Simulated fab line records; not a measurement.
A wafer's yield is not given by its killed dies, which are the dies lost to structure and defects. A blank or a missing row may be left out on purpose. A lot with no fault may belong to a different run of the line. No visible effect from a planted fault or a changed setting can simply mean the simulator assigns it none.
Chamber matching | flow nandHarc | NHARC_A_STAIRCASE_DEP_322 on pecvd-01 has 3 sister chambers
The step deposits SiO2, target thk 3800 nm. 3 wafers are shown with their chamber, then 7 later ones without.

EACH WAFER AND ITS CHAMBER
wafer  | chamber | heaterPowerW (W)
L087.4 | 2       | 703
L091.1 | 0       | 679
L091.4 | 1       | 695

WAFERS WITH NO CHAMBER GIVEN
wafer  | heaterPowerW (W)
L091.5 | 575
L095.2 | 864
L095.4 | 567
L095.6 | 687
L096.1 | 820
L096.2 | 587
L096.3 | 897

EACH ONE'S CHAMBER
wafer  | from the rows above          | in truth
L091.5 | can't be placed: 0 or 1 or 2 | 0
L095.2 | can't be placed: 2 or 1 or 0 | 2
L095.4 | can't be placed: 0 or 1 or 2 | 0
L095.6 | can't be placed: 0 or 1 or 2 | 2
L096.1 | can't be placed: 2 or 1 or 0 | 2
L096.2 | can't be placed: 0 or 1 or 2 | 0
L096.3 | can't be placed: 2 or 1 or 0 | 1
0 of 7 placed correctly. From these rows, 7 cannot be placed; in 7 the true chamber is one of the candidates. 0 placed wrongly.
How it was worked out, from the rows above alone: a wafer's distance from a chamber is the root of the sum, over the readings, of the square of ((its reading less the chamber's mean) divided by the reading's scatter). If the next closest chamber is less than 2 further off than the closest, the wafer can't be placed; otherwise it belongs to the closest. Each chamber's mean is taken over the wafers shown for it. The scatter: with one shown wafer a chamber, the root of the mean of the squares of how far each hidden wafer lies from its nearest shown one.
